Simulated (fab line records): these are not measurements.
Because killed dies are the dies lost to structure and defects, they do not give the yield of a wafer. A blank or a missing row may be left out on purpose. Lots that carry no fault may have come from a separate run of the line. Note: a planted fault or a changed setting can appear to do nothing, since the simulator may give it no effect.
Chamber matching	flow n5Finfet	N5_SD_EPI_N_LINER_46 on aldSin-02: 4 sister chambers
The step material SiNx, target thk 3 nm. 4 wafers are shown with their chamber, then 9 later ones without.

## WAFERS WITH THEIR CHAMBER
wafer	chamber	heaterPowerW (W)
L086.5	3	731
L089.1	2	848
L089.2	1	1006
L089.4	0	880

## WAFERS WITHOUT THEIR CHAMBER
wafer	heaterPowerW (W)
L090.3	741
L090.4	850
L090.6	875
L093.2	898
L093.5	754
L093.6	844
L094.1	888
L094.4	898
L094.6	1017

## THE CHAMBER EACH PASSED THROUGH
wafer	from the rows above	in truth
L090.3	3	3
L090.4	2	2
L090.6	can't be placed: 0 or 2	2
L093.2	0	0
L093.5	3	3
L093.6	2	2
L094.1	0	0
L094.4	0	0
L094.6	1	1
Correctly placed: 8 of 9. Not placeable from these rows: 1 (in 1, the candidates include the true chamber). Number placed wrongly: 0.
How it was worked out, from the rows above alone: a wafer's distance from a chamber is the root of the sum, over the readings, of the square of ((its reading less the chamber's mean) divided by the reading's scatter). The wafer belongs to the nearest chamber; if the next one is less than 2 further off, it can't be placed. The mean given for a chamber averages the wafers shown for that chamber. The scatter: with one shown wafer a chamber, the root of the mean of the squares of how far each hidden wafer lies from its nearest shown one.
